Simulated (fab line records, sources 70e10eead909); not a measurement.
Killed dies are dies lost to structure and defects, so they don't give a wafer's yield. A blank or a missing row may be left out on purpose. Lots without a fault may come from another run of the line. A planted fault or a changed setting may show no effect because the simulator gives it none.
A struck lot beside a sound one | flow nand_harc | 14 steps out of a route of 1302
Sound: wafers L532.3, L532.5, L532.6. Struck: wafer L541.1. (L541.5, L541.6 of the same lot were not struck and are left out.) The cause comes at the end.
At each step with rows: each side's tool, then ch and its chambers, then its first start. Under that, the readings that differ: sound wafers | struck wafers | difference of the means | sigmas: that difference in standard deviations of wafers without a fault.
alike: readings whose means differ by less than 2 such deviations, and words and numbers that are the same on both sides. not compared: withheld readings, readings that some wafer has no value for, bounds like >300 that may hide the same value, and numbers for which the record gives no deviation and whose values overlap.
The two part at a step that has a row with sigmas, a row that says differs or no value, or rows on one side only. Numbers that don't overlap but have no deviation are shown without sigmas and don't part them. A reading that every wafer of one side lacks parts them only if that side has two wafers or more.

first, 7 steps without rows for these wafers: NHARC_P_M1_COAT_34 (time 65 s); NHARC_P_M1_COAT_03 (resist thk 90 nm); NHARC_P_M1_SOFTBAKE_04 (time 55 s); NHARC_P_M1_EBR_05; NHARC_P_M1_EXPOSE_06 (exposes mask P M1, target cd 130 nm); NHARC_P_M1_PEB_07 (peb time 65 s); NHARC_P_M1_DEVELOP_08 (develop time 35 s).
NHARC_P_M1_CD_MEAS_09: target cd 130 nm.
  sound on cd_sem-03 ch 0, day 7 22:01; struck on cd_sem-02 ch 0, day 11 16:10
  alike: cd_nm
NHARC_P_M1_OVL_MEAS_10: pitch 260 nm.
  sound on overlay-02, day 7 22:07; struck on overlay-02, day 11 16:16
  alike: overlay_x_nm, overlay_y_nm
NHARC_P_M1_INSPECT_11:
  sound on defect_inspect-02, day 7 22:08; struck on defect_inspect-02, day 11 16:17
  alike: raw_defect_count
NHARC_P_M1_DESCUM_14: chemistry O2, time 3 s.
  sound on rie_diel-03 ch 0,2,3, day 7 22:13; struck on rie_diel-03 ch 1, day 11 16:23
  alike: chamber_pressure_mTorr, drypump_motor_current_A, oes_product_au, rf_vpp_V, showerhead_plenum_p_Torr, throttle_valve_pct
  not compared: rf_hours_counter_h
NHARC_P_M1_ETCH_35: etches the open film in N2/H2, target depth 40 nm, overetch 12 nm, time 43.94 s.
  sound on rie_diel-03 ch 2,3, day 7 22:18; struck on rie_diel-03 ch 1, day 11 16:27
  reading             | sound             | struck | difference | sigmas
  h2_flow_sccm (sccm) | 149.9 150.0 150.2 | 149.0  | -1.0       | -2
  n2_flow_sccm (sccm) | 150.4 150.1 150.0 | 149.1  | -1.1       | -3
  alike: chamber_pressure_mTorr, drypump_motor_current_A, oes_product_au, rf_vpp_V, run_length_s, showerhead_plenum_p_Torr, throttle_valve_pct
  not compared: rf_hours_counter_h
NHARC_P_M1_ETCH_15: etches the open film in C4F8/Ar, target depth 182.5 nm, time 91.2 s.
  sound on rie_diel-03 ch 0,1,3, day 7 22:23; struck on rie_diel-03 ch 2, day 11 16:32
  reading          | sound             | struck | difference | sigmas
  run_length_s (s) | 112.5 112.8 112.1 | 99.8   | -12.7      | -29
  alike: chamber_pressure_mTorr, oes_product_au, rf_vpp_V
  not compared: rf_hours_counter_h
NHARC_P_M1_CD_MEAS_16:
  sound on cd_sem-01, day 7 22:31; struck on cd_sem-03, day 11 16:40
  alike: cd_nm

WHERE THEY PART
First at NHARC_P_M1_ETCH_35; last, within this record, at NHARC_P_M1_ETCH_15. Later steps at which nothing parts them and some readings are alike: NHARC_P_M1_CD_MEAS_16.

WHY: what the simulator had put in
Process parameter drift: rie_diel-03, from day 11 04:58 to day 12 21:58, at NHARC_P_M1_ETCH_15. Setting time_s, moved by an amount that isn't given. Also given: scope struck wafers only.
